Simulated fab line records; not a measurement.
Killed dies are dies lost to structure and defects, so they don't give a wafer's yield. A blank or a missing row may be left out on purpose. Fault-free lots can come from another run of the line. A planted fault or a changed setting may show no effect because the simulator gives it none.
Which tool was responsible? || flow n5Finfet || 10 lots (28 wafers sampled), 1 step of a 1938-step route

== WHAT THE GAUGES READ, wafer by wafer ==
N5_BEOL_M5_CD_MEAS_11 targets a cd of 27.74 nm.
{"lot": "L462", "measured": "day 8 09:54", "on": "cdSem-03", "cdNm (nm)": "28.14 28.22 27.95"}
{"lot": "L463", "measured": "day 8 15:46", "on": "cdSem-02", "cdNm (nm)": "28.63 28.16 28.17"}
{"lot": "L467", "measured": "day 9 10:48", "on": "cdSem-02", "cdNm (nm)": "28.30 28.02 28.55"}
{"lot": "L469", "measured": "day 10 05:52", "on": "cdSem-03", "cdNm (nm)": "28.48 28.23 28.24"}
{"lot": "L470", "measured": "day 10 17:20", "on": "cdSem-03", "cdNm (nm)": "28.05 27.88 27.96"}
{"lot": "L471", "measured": "day 10 23:51", "on": "cdSem-01", "cdNm (nm)": "28.27 27.80 28.21"}
{"lot": "L476", "measured": "day 12 20:04", "on": "cdSem-03", "cdNm (nm)": "28.31 27.96 28.04"}
{"lot": "L482", "measured": "day 13 12:23", "on": "cdSem-03", "cdNm (nm)": "28.24 27.92"}
{"lot": "L481", "measured": "day 13 13:47", "on": "cdSem-01", "cdNm (nm)": "28.16 28.48"}
{"lot": "L483", "measured": "day 13 20:16", "on": "cdSem-02", "cdNm (nm)": "28.09 28.28 27.98"}

== TOOL THAT RAN EACH LOT (tool first, then ch and the chambers of the sampled wafers, then the start) ==
The record holds no process step before these readings.

== THE ANSWER, worked out from the rows above alone ==
Rule: usual is defined by the lots themselves. The widest of any qualifying gaps counts: lots, ordered by their means at a reading, are off when they make up no more than a third of the lots, leave a main group of 4 or more, and stand apart from it by 3 or more times the standard deviation of that group's means. Not used: any main group whose means are identical at the precision the tables above print for the reading. A lot without any number at a reading at which 4 lots or more have one is off too. All remaining lots with rows at the step are treated as sound.
No lot is off at any reading shown: from this, nothing can be told.

== WHAT WAS PUT IN BY THE SIMULATOR ==
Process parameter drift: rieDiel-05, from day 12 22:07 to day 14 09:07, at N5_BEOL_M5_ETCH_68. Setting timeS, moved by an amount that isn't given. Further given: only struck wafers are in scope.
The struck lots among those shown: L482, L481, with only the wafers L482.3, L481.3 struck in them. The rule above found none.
